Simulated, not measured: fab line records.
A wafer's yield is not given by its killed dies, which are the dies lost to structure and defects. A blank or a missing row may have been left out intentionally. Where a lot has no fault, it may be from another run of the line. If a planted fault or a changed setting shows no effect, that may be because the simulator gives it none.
Lot-split experiment / flow n5 finfet / route with 1938 steps; 7 lots, 21 wafers read

== THE SPLIT ==
At N5_BEOL_M7_VIA_ETCH_34 (etches SiCOH lowk in C4F6/O2, target depth 125.5 nm, time 50.5 s), the setting bias w was moved away from the recipe's 185 W on 6 of the 21 wafers read, by -15.6% to +17.1%. All remaining wafers had this setting at the recipe value.

The reading is taken at the split's own step.

== THE READING ==
rf vpp V, in V, at N5_BEOL_M7_VIA_ETCH_34 (etches SiCOH lowk in C4F6/O2, target depth 125.5 nm, time 50.5 s). Typical for fault-free wafers on this fab line: 664 V, with standard deviation 5.7 V.

wafer=L074.2; tool, chamber at the split=rie diel-01, 1; bias w as run, W=185; against the recipe=recipe; rf vpp V, V=667; against lot-mates on the recipe=-
wafer=L074.4; tool, chamber at the split=rie diel-01, 2; bias w as run, W=185; against the recipe=recipe; rf vpp V, V=663; against lot-mates on the recipe=-
wafer=L074.6; tool, chamber at the split=rie diel-01, 0; bias w as run, W=185; against the recipe=recipe; rf vpp V, V=667; against lot-mates on the recipe=-
wafer=L077.1; tool, chamber at the split=rie diel-03, 0; bias w as run, W=185; against the recipe=recipe; rf vpp V, V=670; against lot-mates on the recipe=-
wafer=L077.4; tool, chamber at the split=rie diel-03, 1; bias w as run, W=185; against the recipe=recipe; rf vpp V, V=669; against lot-mates on the recipe=-
wafer=L077.6; tool, chamber at the split=rie diel-03, 1; bias w as run, W=185; against the recipe=recipe; rf vpp V, V=670; against lot-mates on the recipe=-
wafer=L078.1; tool, chamber at the split=rie diel-03, 1; bias w as run, W=185; against the recipe=recipe; rf vpp V, V=672; against lot-mates on the recipe=-
wafer=L078.2; tool, chamber at the split=rie diel-03, 0; bias w as run, W=197.4; against the recipe=+6.7%; rf vpp V, V=707; against lot-mates on the recipe=+40
wafer=L078.4; tool, chamber at the split=rie diel-03, 3; bias w as run, W=185; against the recipe=recipe; rf vpp V, V=663; against lot-mates on the recipe=-
wafer=L082.1; tool, chamber at the split=rie diel-03, 0; bias w as run, W=185; against the recipe=recipe; rf vpp V, V=672; against lot-mates on the recipe=-
wafer=L082.2; tool, chamber at the split=rie diel-03, 1; bias w as run, W=185; against the recipe=recipe; rf vpp V, V=672; against lot-mates on the recipe=-
wafer=L082.3; tool, chamber at the split=rie diel-03, 2; bias w as run, W=216.6; against the recipe=+17.1%; rf vpp V, V=749; against lot-mates on the recipe=+77
wafer=L083.2; tool, chamber at the split=rie diel-05, 1; bias w as run, W=156.2; against the recipe=-15.6%; rf vpp V, V=587; against lot-mates on the recipe=-69
wafer=L083.5; tool, chamber at the split=rie diel-05, 0; bias w as run, W=185; against the recipe=recipe; rf vpp V, V=656; against lot-mates on the recipe=-
wafer=L083.6; tool, chamber at the split=rie diel-05, 1; bias w as run, W=156.2; against the recipe=-15.6%; rf vpp V, V=587; against lot-mates on the recipe=-69
wafer=L087.1; tool, chamber at the split=rie diel-01, 3; bias w as run, W=158.3; against the recipe=-14.4%; rf vpp V, V=584; against lot-mates on the recipe=-84
wafer=L087.2; tool, chamber at the split=rie diel-01, 1; bias w as run, W=185; against the recipe=recipe; rf vpp V, V=668; against lot-mates on the recipe=-
wafer=L087.4; tool, chamber at the split=rie diel-01, 0; bias w as run, W=158.3; against the recipe=-14.4%; rf vpp V, V=590; against lot-mates on the recipe=-78
wafer=L093.1; tool, chamber at the split=rie diel-03, 1; bias w as run, W=185; against the recipe=recipe; rf vpp V, V=670; against lot-mates on the recipe=-
wafer=L093.3; tool, chamber at the split=rie diel-03, 0; bias w as run, W=185; against the recipe=recipe; rf vpp V, V=671; against lot-mates on the recipe=-
wafer=L093.5; tool, chamber at the split=rie diel-03, 1; bias w as run, W=185; against the recipe=recipe; rf vpp V, V=670; against lot-mates on the recipe=-

THE FIT
A straight line over all 21 wafers: rf vpp V changes by +5.23 V for each +1% of bias w; r = +0.99; the points scatter about the line by 4.7 V.
The same after taking each lot's own level away (the mean of its wafers on the recipe; 21 wafers): +4.89 V for each +1%; r = +0.99; scatter 5 V.
On that fit, the largest move of bias w shifts the reading by 84 V.
The lots' own levels span 656.0 to 672.0 V, that is 2.8 times the standard deviation above.
The two slopes agree, so the slope changes little with the lot-to-lot level.
Check: +86.6 V against its lot-mates is what the line predicts for one of the wafers moved furthest among these (+17.1%) when that wafer is left out of the fit. Against them it came out at +77 V.
Tool readings at the split's step, against how far the setting was moved: rf vpp V r = +0.99.

== OTHER SPLITS ON THESE WAFERS ==
Before the reading, these wafers also passed through other splits. Each is held against what the fit with the lots' levels taken away leaves over:
other split on the same wafers=N5_BEOL_M4_COAT_73 temp c; wafers away from the commonest value=7; r with rf vpp V (lot level and that fit taken away)=-0.56
other split on the same wafers=N5_BEOL_M5_COAT_05 spin rpm; wafers away from the commonest value=6; r with rf vpp V (lot level and that fit taken away)=-0.16
other split on the same wafers=N5_BEOL_M6_PECVD_70 temp c; wafers away from the commonest value=5; r with rf vpp V (lot level and that fit taken away)=-0.22
other split on the same wafers=N5_BEOL_M6_HM_DEP_02 target thk a; wafers away from the commonest value=5; r with rf vpp V (lot level and that fit taken away)=+0.11
other split on the same wafers=N5_BEOL_M6_TRENCH_ETCH_37 bias w; wafers away from the commonest value=6; r with rf vpp V (lot level and that fit taken away)=-0.16
other split on the same wafers=N5_BEOL_M7_EXPOSE_25 dose mj; wafers away from the commonest value=5; r with rf vpp V (lot level and that fit taken away)=+0.38

== FILE'S OWN FIT ==
rf vpp V changes by +4.87 V for each +1% of bias w, r = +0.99.
